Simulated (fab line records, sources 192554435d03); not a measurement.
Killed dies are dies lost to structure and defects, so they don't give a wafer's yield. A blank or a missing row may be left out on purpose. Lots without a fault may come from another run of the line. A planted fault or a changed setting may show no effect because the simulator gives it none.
fab line records | flow n5_finfet
record lots=13 wafers=35 last_day=18
route steps=1938 shown BEOL_M6@1260 BEOL_M7@1267
lots that met no fault: from a run of the same line without faults
start_h: hours from the record's first day to the start of the lot's first wafer shown | wait_h: hours since the lot's step before | " the same as in the row above | L1.1+2: a row that stands for several wafers | - no value, or no start given | * or withheld: withheld | < > ~ a bound
route shown NAME@n: a module of which the file shows steps, and the number in the route of the first | usual: mean/standard deviation of fault-free wafers | same: alike in all rows | chamber/n: place in a boat | sites: the reading at each site | _std_site: their standard deviation | _edge_site: outer sites' mean less inner sites' | radius_mm: how far each site lies from the wafer's centre | mask NAME#n: copy n | behind: the tool/chamber that last shaped the wafer | hold: why the lot was held/for how many hours/how that ended | device: the transistor (n, p or np) that didn't switch | end of line: the same wafers' tests at the end of the route | a step without rows: its recipe alone | killed: dies lost to structure and defects at the first sort, not the wafer's yield | map: a wafer's dies, x killed, . not, _ none there
set.NAME: the setting as run; set.NAME@STEP: as run at that earlier step | model.NAME: the simulator's own value behind a step, which no gauge read
steps of the route over a sample of lots; a table a step, a row a wafer
services: from which hour (start_h, from the record's first day; less than 0 if before it) a tool's chamber was out of use, for how many hours, and why
## steps
# step N5_BEOL_M6_DEP_56
# recipe material=SiCN target_thk_a=100 temp_c=withheld precursor=3MS/NH3 pressure_torr=3 rf_w=202 time_s=17.5
# usual showerhead_plenum_p_Torr=3.669/0.012 throttle_valve_pct=9.3/0.48
# columns lot.wafer tool chamber start_h wait_h showerhead_plenum_p_Torr throttle_valve_pct
L314.2 pecvd-01 2 183.07 0.0 3.677 9.0
L314.3 " 1 " " 3.673 10.1
L314.6 " 0 " " 3.656 9.7
L315.3 pecvd-01 0 190.23 0.0 3.652 9.6
L315.4 " 1 " " 3.685 9.8
L315.5 " 0 " " 3.651 9.7
L317.2 pecvd-01 0 207.43 0.0 3.647 9.4
L317.4 " 0 " " 3.647 9.5
L317.5 " 1 " " 3.686 10.1
L318.2 pecvd-01 0 217.26 0.0 3.649 9.4
L318.6 " 0 " " 3.646 9.8
L319.2 pecvd-01 1 217.70 0.0 3.681 10.1
L319.3 " 0 " " 3.656 9.5
L319.4 " 2 " " 3.673 8.9
L320.1 pecvd-02 1 223.98 0.0 3.671 9.4
L320.2 " 2 " " 3.673 9.1
L323.1 pecvd-01 2 232.33 0.0 3.667 9.1
L323.2 " 0 " " 3.657 9.4
L323.5 " 1 " " 3.667 10.1
L321.2 pecvd-03 2 232.68 0.0 3.649 8.5
L321.3 " 1 " " 3.666 9.6
L321.4 " 0 " " 3.684 8.7
L324.1 pecvd-03 2 249.58 0.0 3.641 8.7
L324.3 " 1 " " 3.651 9.0
L324.5 " 1 " " 3.659 9.2
L325.3 pecvd-02 0 253.14 0.0 3.691 9.1
L325.5 " 0 " " 3.677 9.3
L325.6 " 1 " " 3.668 9.6
L329.2 pecvd-03 1 276.82 0.0 3.652 9.5
L329.5 " 0 " " 3.680 9.0
L335.1 pecvd-02 1 321.04 0.0 3.669 9.6
L335.3 " 2 " " 3.684 9.3
L335.6 " 1 " " 3.673 9.4
L337.4 pecvd-01 0 344.21 0.0 3.649 9.5
L337.6 " 2 " " 3.675 9.0
# step N5_BEOL_M7_HM_DEP_02
# recipe material=TiN target_thk_a=200 temp_c=25 chamber_pressure_pa=0.49996
# usual chamber_pressure_pa=0.4999/0.00089 substrate_temp_c=24.99/0.11 throttle_valve_pct=30.3/1
# columns lot.wafer tool chamber start_h wait_h chamber_pressure_pa substrate_temp_c throttle_valve_pct
L314.2 pvd_sputter-02 - 184.18 0.3 0.4979 24.96 30.3
L314.3 " - " " 0.5013 25.04 31.0
L314.6 " - " " 0.4998 25.00 30.8
L315.3 pvd_sputter-02 - 193.27 2.3 0.4998 25.05 31.1
L315.4 " - " " 0.5002 24.98 30.4
L315.5 " - " " 0.5005 24.98 31.2
L317.2 pvd_sputter-01 - 208.98 0.8 0.5000 25.17 28.4
L317.4 " - " " 0.4992 24.98 30.5
L317.5 " - " " 0.4993 25.05 31.1
L318.2 pvd_sputter-01 - 219.92 1.2 0.4990 24.92 30.5
L318.6 " - " " 0.5000 24.99 31.5
L319.2 pvd_sputter-01 - 220.30 1.1 0.4988 25.00 31.3
L319.3 " - " " 0.4993 25.03 31.1
L319.4 " - " " 0.5005 25.16 30.3
L320.1 pvd_sputter-02 - 226.16 1.3 0.5010 25.02 29.3
L320.2 " - " " 0.4990 24.94 31.0
L323.1 pvd_sputter-02 - 236.62 1.2 0.4991 24.96 29.3
L323.2 " - " " 0.4983 24.92 30.5
L323.5 " - " " 0.4996 25.03 30.9
L321.2 pvd_sputter-01 - 236.64 0.9 0.4999 25.19 30.7
L321.3 " - " " 0.5014 25.07 31.2
L321.4 " - " " 0.5011 25.06 31.5
L324.1 pvd_sputter-01 - 251.89 1.2 0.4996 25.14 31.4
L324.3 " - " " 0.5000 24.84 28.5
L324.5 " - " " 0.5002 25.02 31.2
L325.3 pvd_sputter-03 - 256.69 2.8 0.4996 24.97 29.6
L325.5 " - " " 0.5009 24.94 30.1
L325.6 " - " " 0.5006 25.02 28.3
L329.2 pvd_sputter-02 - 277.62 0.0 0.4997 25.25 30.9
L329.5 " - " " 0.5004 24.88 29.3
L335.1 pvd_sputter-01 - 323.84 2.0 0.4988 25.16 28.3
L335.3 " - " " 0.4994 24.77 31.1
L335.6 " - " " 0.5004 24.99 31.9
L337.4 pvd_sputter-03 - 346.70 1.7 0.4989 25.03 29.3
L337.6 " - " " 0.5010 24.97 29.8
# step N5_BEOL_M7_COAT_05
# recipe resist=CAR-ArF spin_rpm=1500 resist_thk_nm=90
# usual spin_speed_rpm=1499.9/1.1
# columns lot.wafer tool chamber start_h wait_h spin_speed_rpm
L314.2 litho_track-02 0 184.31 - 1499.4
L314.3 " 0 " " 1500.4
L314.6 " 0 " " 1502.7
L315.3 litho_track-04 0 193.40 - 1499.2
L315.4 " 0 " " 1498.6
L315.5 " 0 " " 1498.7
L317.2 litho_track-04 0 209.11 - 1500.5
L317.4 " 0 " " 1499.9
L317.5 " 0 " " 1499.0
L318.2 litho_track-02 0 220.05 - 1497.5
L318.6 " 0 " " 1501.3
L319.2 litho_track-05 0 220.43 - 1501.7
L319.3 " 0 " " 1500.4
L319.4 " 0 " " 1500.4
L320.1 litho_track-05 0 226.31 - 1501.3
L320.2 " 0 " " 1498.8
L323.1 litho_track-02 0 236.75 - 1500.8
L323.2 " 0 " " 1499.9
L323.5 " 0 " " 1499.4
L321.2 litho_track-05 0 236.77 - 1500.1
L321.3 " 0 " " 1500.2
L321.4 " 0 " " 1499.0
L324.1 litho_track-02 0 252.02 - 1728.3
L324.3 " 0 " " 1728.0
L324.5 " 0 " " 1729.2
L325.3 litho_track-02 0 256.82 - 1729.8
L325.5 " 0 " " 1728.6
L325.6 " 0 " " 1730.1
L329.2 litho_track-04 0 277.76 - 1499.6
L329.5 " 0 " " 1499.1
L335.1 litho_track-04 0 323.97 - 1500.3
L335.3 " 0 " " 1499.9
L335.6 " 0 " " 1500.2
L337.4 litho_track-02 0 346.84 - 1500.6
L337.6 " 0 " " 1499.9
# step N5_BEOL_M7_INSPECT_13
# recipe mode=adi inspect_instrument=brightfield
# usual raw_defect_count=381/100
# columns lot.wafer tool chamber start_h wait_h raw_defect_count
L314.2 defect_inspect-01 - 184.61 0.0 252
L314.3 " - " " 326
L314.6 " - " " 238
L315.3 defect_inspect-01 - 193.70 0.0 269
L315.4 " - " " 355
L315.5 " - " " 323
L317.2 defect_inspect-01 - 209.41 0.0 376
L317.4 " - " " 410
L317.5 " - " " 290
L318.2 defect_inspect-01 - 220.47 0.0 403
L318.6 " - " " 266
L319.2 defect_inspect-01 - 220.85 0.0 364
L319.3 " - " " 355
L319.4 " - " " 314
L320.1 defect_inspect-01 - 226.61 0.0 318
L320.2 " - " " 346
L323.1 defect_inspect-02 - 237.17 0.0 385
L323.2 " - " " 319
L323.5 " - " " 430
L321.2 defect_inspect-01 - 237.34 0.0 307
L321.3 " - " " 281
L321.4 " - " " 406
L324.1 defect_inspect-02 - 252.44 0.0 574
L324.3 " - " " 620
L324.5 " - " " 521
L325.3 defect_inspect-02 - 257.26 0.0 402
L325.5 " - " " 463
L325.6 " - " " 410
L329.2 defect_inspect-02 - 278.17 0.0 370
L329.5 " - " " 333
L335.1 defect_inspect-02 - 324.27 0.0 508
L335.3 " - " " 465
L335.6 " - " " 555
L337.4 defect_inspect-01 - 347.13 0.0 266
L337.6 " - " " 187
## services
# columns tool chamber start_h hours kind
pecvd-01 - 160.34 2.7 repair
pecvd-02 - 181.92 2.8 pm
pecvd-01 2 184.32 17.0 repair
pecvd-03 2 202.56 - clean
pecvd-03 2 202.56 - consumable_replace:showerhead
pecvd-03 2 202.56 29.0 scheduled_down
pecvd-03 2 202.56 29.0 vent_cycle
pecvd-02 1 202.94 2.1 scheduled_down
pecvd-02 - 207.67 14.6 pm
pecvd-03 0 209.72 2.1 scheduled_down
pecvd-03 - 231.62 0.9 repair
pecvd-02 0 234.62 16.0 repair
pecvd-01 0 267.38 19.8 repair
pvd_sputter-03 - 291.12 9.5 repair
pecvd-02 - 291.96 6.0 pm
pecvd-02 1 306.84 14.1 repair
pecvd-03 2 309.88 2.1 scheduled_down
pecvd-03 2 333.14 18.1 repair
pecvd-02 - 339.29 5.5 pm
## key
first_sign step=N5_BEOL_M7_COAT_05 reading=spin_speed_rpm direction=up sigmas=99+ usual=* struck=*
effect none on later readings
met_at N5_BEOL_M7_COAT_05
struck_lots L324,L325
not_acting_at N5_BEOL_M6_DEP_56,N5_BEOL_M7_HM_DEP_02,N5_BEOL_M7_INSPECT_13
onset_between 236.75 252.02
fault kind=process_parameter_drift tool=litho_track-02 chamber=- onset_h=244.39 steps=N5_BEOL_M7_COAT_05 channel=spin_rpm offset=* shape=step end_h=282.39 acts_in=* stated=*
